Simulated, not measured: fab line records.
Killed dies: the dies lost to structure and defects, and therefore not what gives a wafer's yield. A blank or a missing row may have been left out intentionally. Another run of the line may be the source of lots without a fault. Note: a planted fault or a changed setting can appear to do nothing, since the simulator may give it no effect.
fab line records + flow n5Finfet
record
- lots=4
- wafers=12
- lastDay=16
route steps=1938 shown BEOL_M9@1440 BEOL_M10@1470 PASSIVATION@1936
lots that met no fault: from a run of the same line without faults
startH: hours from the record's first day to the start of the lot's first wafer shown + waitH: time in hours since the lot's previous step + " unchanged from the row above + L1.1+2: a single row standing in for several wafers + - either no value or no given start + * or withheld: withheld + < > ~ a bound
route shown NAME@n: NAME is a module with steps in the file, n the number in the route of the first one + usual: average and standard deviation across the fault-free wafers + same: alike in all rows + chamber/n: place in a boat + sites: each site's reading + _std_site: standard deviation of those values + _edge_site: inner sites' mean taken away from outer sites' mean + radiusMm: for every site, how far away it sits from the centre of the wafer + mask NAME#n: copy n + behind: the most recent tool/chamber to have shaped the wafer + hold: the reason the lot was held/the length of the hold in hours/how it ended + device: names the non-switching transistor (n, p or np) + end of line: the route-end tests of the same wafers + a step with no rows: only its recipe + killed: not the wafer's yield, but the dies lost to structure and defects at the first sort + map: a wafer's dies, marking killed ones x, the rest . and places with no die _
set.NAME: the setting the step ran with; set.NAME@STEP: the setting that earlier step ran with + model.NAME: the simulator's own value behind a step, which no gauge read
lots at selected steps of the route; one table per step, one row per wafer
## steps
# step N5_BEOL_M9_ETCH_66
# recipe
- chemistry=N2/H2
- target=SOC
- targetDepthA=800
- overetchA=160
- maskMaterial=SiARC
- tempC=40
- timeS=120
- ionEnergyEv=200
- pressureMtorr=30
- sourceW=840
- biasW=150
- n2FlowSccm=200
- h2FlowSccm=200
# step N5_BEOL_M9_STRIP_69
# recipe
- chemistry=N2/H2
- tempC=40
- n2FlowSccm=200
- h2FlowSccm=200
- rfFrequencyHz=6e+07
# step N5_BEOL_M9_STRIP_77
# recipe
- chemistry=N2/H2
- tempC=40
- n2FlowSccm=200
- h2FlowSccm=200
- rfFrequencyHz=6e+07
# step N5_BEOL_M9_VIA_ETCH_34
# recipe
- chemistry=C4F6/O2
- target=SiCOH_lowk
- targetDepthA=1824
- maskMaterial=SOC
- taperDeg=4
- timeS=68.4
- ionEnergyEv=250
- pressureMtorr=30
- sourceW=345
- biasW=185
- Ar_flow_sccm=300
- C4F6_flow_sccm=10
- O2_flow_sccm=10
# step N5_BEOL_M9_STRIP_73
# recipe
- chemistry=C4F6/O2
- resist=SiARC
- rfFrequencyHz=6e+07
# step N5_BEOL_M9_STRIP_36
# recipe
- chemistry=N2/H2
- powerW=450
- tempC=40
- pressureMtorr=20
- rfFrequencyHz=6e+07
- overashFraction=0.3
- biasPowerW=7
- h2Frac=0.5
- n2FlowSccm=200
- h2FlowSccm=200
# step N5_BEOL_M9_TRENCH_ETCH_37
# recipe
- chemistry=C4F6/O2
- targetDepthA=1514.3
- target=SiCOH_lowk
- timeS=49
- ionEnergyEv=250
- pressureMtorr=30
- sourceW=345
- biasW=185
- Ar_flow_sccm=300
- C4F6_flow_sccm=10
- O2_flow_sccm=10
# step N5_BEOL_M9_ETCH_41
# recipe
- chemistry=CH3F/O2
- target=SiCN
- targetDepthA=366
- taperDeg=2
- timeS=70.1
- ionEnergyEv=120
- maskMaterial=TiN
- pressureMtorr=30
- sourceW=395
- biasW=75
- Ar_flow_sccm=150
- CH3F_flow_sccm=30
- O2_flow_sccm=20
# step N5_BEOL_M9_STRIP_80
# recipe
- chemistry=N2/H2
- timeS=10
- powerW=450
- tempC=40
- pressureMtorr=20
- rfFrequencyHz=6e+07
- biasPowerW=7
- n2FlowSccm=200
- h2FlowSccm=200
# step N5_BEOL_M9_HM_STRIP_39
# recipe
- chemistry=peroxideTinStrip
- material=TiN
- targetDepthA=250
- tempC=50
- timeS=158
# step N5_BEOL_M9_SRD_40
# recipe
- timeS=30
- tempC=23
- rinseLiquid=diw
- dry=ipaMarangoni
# step N5_BEOL_M9_PRECLEAN_42
# recipe
- chemistry=residueRemover
- timeS=60
- tempC=40
| lot.wafer  | tool        | chamber | startH | waitH |
|------------|-------------|---------|--------|-------|
| L315.1+3+6 | wetBench-05 | 2,1,7   | 298.30 | 0.0   |
| L314.1+2+4 | wetBench-02 | 3,4,5   | 312.77 | 0.0   |
| L318.1+3+4 | wetBench-02 | 6,3,4   | 333.69 | 0.0   |
| L321.4+5+6 | wetBench-02 | 4,7,5   | 335.96 | 0.0   |
# step N5_BEOL_M9_SRD_43
# recipe
- timeS=30
- tempC=23
- rinseLiquid=diw
- dry=ipaMarangoni
# step N5_BEOL_M9_CURE_72
# recipe
- tempC=370
- timeS=120
- ambient=DMADMS/He
- material=SiCOH_lowk
# step N5_BEOL_M9_DEGAS_44
# recipe
- ambient=vacuum
- tempC=250
- timeS=60
# step N5_BEOL_M9_PRE_CLEAN_45
# recipe
- gas=H2/He
- timeS=30
- tempC=250
# step N5_BEOL_M9_ALD_74
# recipe
- material=TaN
- targetThkA=20
- tempC=275
- aldPrecursorFamily=PDMAT
- aldCoReactant=NH3
- pressureTorr=3
- carrierFlowSccm=1500
- pulseTimeS=2
- purgeTimeS=3
- coReactantPurgeTimeS=2
- coReactantPulseTimeS=3
- aldCycles=40
- precursorVesselTempC=75
- precursorVesselPressureTorr=26.25
- precursorVesselCarrierSccm=1000
# step N5_BEOL_M9_SURFACE_TREAT_79
# recipe
- gas=Ar
- timeS=*
- ionEnergyEv=*
- ionCurrentMaCm2=0.5
- pressureMtorr=*
- arFlowSccm=30
# step N5_BEOL_M9_CVD_78
# recipe
- material=Co
- targetThkA=20
- tempC=withheld
- precursor=CCTBA/H2
- pressureTorr=30
- timeS=138.9
# step N5_BEOL_M9_SPUTTER_48
# recipe
- material=Cu
- targetThkA=120
- tempC=-20
- biasV=60
- powerW=26000
- chamberPressurePa=0.13
- timeS=2
# step N5_BEOL_M9_ECD_50
# recipe
- material=Cu
- targetThkA=3180
# step N5_BEOL_M9_ANNEAL_51
# recipe
- tempC=225
- timeS=90
- ambient=N2
# step N5_BEOL_M9_CMP_52
# recipe
- stopOn=SiCOH_lowk
- tOverpolishS=7
- downForcePsi=1
- platenRpm=50
- clearingPlatenDownForcePsi=1.5
- clearingPlatenRpm=50
- postCmpClean=cuAlkaline
- targetThkNm=140
- clearingPlatenPadVelocityMS=0.99484
- padVelocityMS=0.99484
# step N5_BEOL_M9_PRE_CLEAN_55
# recipe
- gas=NH3
- timeS=15
- tempC=withheld
- rfPowerW=300
# step N5_BEOL_M9_DEP_56
# recipe
- material=SiCN
- targetThkA=150
- tempC=withheld
- precursor=3MS/NH3
- pressureTorr=3
- rfW=202
- timeS=26.5
# step N5_BEOL_M10_ILD_DEP_00
# recipe
- material=SiCOH_lowk
- targetThkA=3085.1
- tempC=300
- precursor=DEMS/porogen
- pressureTorr=5
- rfW=500
- timeS=58
# step N5_BEOL_M10_CURE_71
# recipe
- tempC=385
- timeS=240
- ambient=He/Ar
- material=SiCOH_lowk
# step N5_BEOL_M10_PECVD_70
# recipe
- material=SiO2
- targetThkA=200
- tempC=400
- precursor=TEOS/O2
- pressureTorr=5.5
- rfW=450
- teosFlowSccm=53.8
- gas=O2
- flowSccm=3000
- timeS=22.7
# step N5_BEOL_M10_HM_DEP_02
# recipe
- material=TiN
- targetThkA=200
- tempC=25
- chamberPressurePa=0.49996
# step N5_BEOL_M10_COAT_59
# recipe
- resist=SOC
- tempC=250
- timeS=60
- spinRpm=1500
- resistThkNm=100
# step N5_BEOL_M10_COAT_60
# recipe
- resist=SiARC
- tempC=220
- timeS=60
- spinRpm=1500
- resistThkNm=30
# step N5_BEOL_M10_COAT_05
# recipe
- resist=CAR-ArF
- spinRpm=1500
- resistThkNm=90
# step N5_BEOL_M10_EBR_07
# recipe
- solvent=PGMEA
- ebrWidthMm=1.5
# step N5_BEOL_M10_SOFTBAKE_06
# recipe
- tempC=110
- timeS=60
- resist=CAR-ArF
# step N5_BEOL_M10_EXPOSE_08
# recipe
- maskId=M10
- na=1.35
- sourceShape=dipole
- sigmaInner=0.411
- sigmaOuter=0.611
- polarization=te
- doseMj=53.75
# step N5_BEOL_M10_PEB_09
# recipe
- pebTempC=withheld
- pebTimeS=60
- resist=CAR-ArF
# step N5_PASSIVATION_PROBE_49
# usual
- defectLimitedYield=91.4/1.5
- killed_at_M0_to_M3=33/11
- killed_at_M4_up=14/5.3
- killedAtContacts=13/6.2
- killedAtFrontEnd=39/13
- killedAtOther=3.1/2.8
- killedDies=102/17
- killedOnRim=13/3.8
- killedOpen=68/13
- killedShort=32/7.8
- sort_bin_5_function=5.1/0.95
- sort_bin_6_memory=3.2/0.7
- sortNPass=1078/18
- sortYieldPct=91.3/1.5
# same
- grossDies=1180
- killedAtBackSide=0
- sort_bin_4_leakage[%]=0
- sort_bin_8_speed[%]=0
| lot.wafer | tool      | chamber | startH | waitH | defectLimitedYield[%] | killed_at_M0_to_M3 | killed_at_M4_up | killedAtContacts | killedAtFrontEnd | killedAtOther | killedDies | killedOnRim | killedOpen | killedShort | sort_bin_5_function[%] | sort_bin_6_memory[%] | sortNPass | sortYieldPct[%] |
|-----------|-----------|---------|--------|-------|-----------------------|--------------------|-----------------|------------------|------------------|---------------|------------|-------------|------------|-------------|------------------------|----------------------|-----------|-----------------|
| L318.1    | prober-02 | -       | 393.11 | 0.0   | 78.6                  | 37                 | 156             | 14               | 45               | 1             | 253        | 13          | 77         | 35          | 13.1                   | 5.3                  | 927       | 78.6            |
| L318.3    | prober-02 | -       | 393.21 | 0.1   | 81.6                  | 21                 | 119             | 16               | 54               | 7             | 217        | 34          | 67         | 37          | 10.8                   | 4.3                  | 963       | 81.6            |
| L318.4    | prober-02 | -       | 393.26 | 0.2   | 80.1                  | 28                 | 98              | 10               | 98               | 1             | 235        | 36          | 96         | 47          | 12.5                   | 4.8                  | 945       | 80.1            |
| L321.4    | prober-01 | -       | 394.76 | 0.2   | 87.1                  | 16                 | 93              | 10               | 30               | 3             | 152        | 29          | 44         | 24          | 7.5                    | 2.8                  | 1028      | 87.1            |
| L321.5    | prober-01 | -       | 394.81 | 0.2   | 81.9                  | 36                 | 117             | 14               | 40               | 7             | 214        | 29          | 56         | 49          | 11.3                   | 3.6                  | 966       | 81.9            |
| L321.6    | prober-01 | -       | 394.86 | 0.3   | 86.5                  | 27                 | 76              | 10               | 36               | 10            | 159        | 25          | 59         | 38          | 7.0                    | 4.1                  | 1021      | 86.5            |
# killed by level:class
L318.1 BEOL_M9:unspecified=140 STI_FIN_REVEAL:geometricParticle:open=19 BEOL_M3:geometricParticle:open=14 MOL_CONTACT_COAG:geometricParticle:open=10 FIN_SAQP:geometricParticle:open=7 BEOL_M2:geometricParticle:open=7 FIN_SAQP:geometricParticle:short=5 GATE_CUT:geometricParticle:short=5
L318.3 BEOL_M9:unspecified=109 STI_FIN_REVEAL:geometricParticle:open=16 MOL_CONTACT_COAG:geometricParticle:open=12 FIN_SAQP:geometricParticle:short=9 FIN_SAQP:geometricParticle:open=6 DUMMY_GATE:geometricParticle:open=5 BEOL_M3:geometricParticle:open=5 MOL_CONTACT_COAG:geometricParticle:short=4
L318.4 BEOL_M9:unspecified=89 STI_FIN_REVEAL:geometricParticle:open=34 FIN_SAQP:geometricParticle:open=19 FIN_SAQP:geometricParticle:short=10 STI_FIN_REVEAL:geometricParticle:short=10 DUMMY_GATE:geometricParticle:open=7 BEOL_M3:geometricParticle:open=7 GATE_CUT:geometricParticle:short=5
L321.4 BEOL_M9:unspecified=84 FIN_SAQP:geometricParticle:open=8 BEOL_M0_SAQP:geometricParticle:open=6 STI_FIN_REVEAL:geometricParticle:open=5 MOL_CONTACT_COAG:geometricParticle:open=5 MOL_CONTACT_COAG:geometricParticle:short=5 BEOL_M0_SAQP:geometricParticle:short=5 GATE_CUT:geometricParticle:short=4
L321.5 BEOL_M9:unspecified=104 MOL_CONTACT_COAG:geometricParticle:open=10 BEOL_M0_SAQP:geometricParticle:short=10 BEOL_M0_SAQP:geometricParticle:open=8 FIN_SAQP:geometricParticle:short=5 BEOL_M4:geometricParticle:open=5 STARTING-WAFER:geometricParticle:open=5 BEOL_M2:geometricParticle:open=4
L321.6 BEOL_M9:unspecified=61 BEOL_M0_SAQP:geometricParticle:open=11 ILD0:geometricParticle:open=7 GATE_CUT:geometricParticle:short=7 MOL_CONTACT_COAG:geometricParticle:open=7 BEOL_M4:geometricParticle:open=7 GATE_CUT:geometricParticle:open=6 BEOL_M0_SAQP:geometricParticle:short=6
# map L318.1 (x killed, . not)
_________________....x.......________________
______________..x..............._____________
___________......x...x.x...x..x...x__________
__________..........x............x.x_________
________.....x...x.........x.....x...._______
_______.x............x.x...............______
______........x............x..xxxxxxxx.._____
_____..................x.....xxxxxxxxxx..____
____.................x.x...xxxxxxxxxx.xx.x___
___.x......x..............x.xxxxxxxxxx.xxx.__
___.................x....xxxxxxxxxxxxxxxxx.__
__..x.x....x..........x.x.xxxxxxxxxxxxxxxx.._
__xx...................x...x.xxxxxxxxxxxx..._
_.........................xxxxxxxxxxxxxxx....
_...x....x...................xxxxxxxxxxxx.x..
_...x....x........x..........xxxxxxxxxxx.....
_........x............xx....x.x.xxxxx..xxx...
_..x..x....x.x..xxx.x...xx...xx.x.xxx........
_.............x.....x...........x..x.........
_.x................xx....x..........x.....x..
_.................x..........x..xx..x.....x..
__...xx..............x................x....._
__..............x...x................xxx...._
___.............................xx.....x...__
___..............x..x.....x...............x__
____..x.xx.........x..............x.....x.___
_____.................x.x................____
______..............x.....x.x...x......._____
_______...............x............x...______
________.............................._______
__________...x....x........x.xx....._________
___________............x...........__________
______________.......x.......x.._____________
_________________......x.....________________
# map L321.5 (x killed, . not)
_________________.....x..x...________________
______________..........x......._____________
___________...............x........__________
__________x.....x.........x......x.._________
________....x.....x...........x......._______
_______......x..............x....x.....______
______x........x...x.......x...x....x..._____
_____.....x..........x..x..........x.....____
____....x....x......x...x....xx.......x...___
___...............x........................__
___.......xx...x.........x.................__
__..x......x......xx...x.x................x._
__...x............................x........._
_...............................x....x.......
_.......x.........x.........x...x......x.x...
_.............x.....xx.........x.............
_.x............................x....x........
_......x....x.x.x...........x....x.x....x...x
_....x.....x........x..x...............x...x.
_...................x...........x.......x...x
_.....................x..x......x......x.....
__...................x..x..................._
__.....x.xx.x....x......................x..._
___.....xxxxxx........x....x.x.....x....x..__
___.....xxxxxxxx..x.......x...........xx...__
____.xxxxxxxxxxx.xx........x.............x___
_____xxxxxxxxxxxxx........x...x..........____
______xxxxxxxxxxxxxx.x.....x............_____
_______xxxxxxxxxxxxx...................______
________xxxxxxxxxxx.x................._______
__________xxxxxxxxxxx.x...x........._________
___________xxxxxxxxxx..............__________
______________xxxx.x............_____________
_________________...........x________________
## key
firstSign
- step=N5_PASSIVATION_PROBE_49
- reading=killed_at_M4_up
- direction=up
- sigmas=18
- usual=14
- struck=110
effect
- step=N5_PASSIVATION_PROBE_49
- reading=defectLimitedYield
- direction=down
- sigmas=5.9
- usual=91.4
- struck=82.6
moreKillsBornAt
- N5_BEOL_M9_PRECLEAN_42@wetBench-02=587
metAt N5_BEOL_M9_PRECLEAN_42
struckWafers L318.1,L318.3,L318.4,L321.4,L321.5,L321.6
onsetBetween 312.77 333.69
alsoFits time
fault
- kind=chamberParticleSource
- tool=wetBench-02
- chamber=-
- onsetH=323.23
- steps=N5_BEOL_M9_PRECLEAN_42
- ratePerVisitCm2=1.2715
- endH=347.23
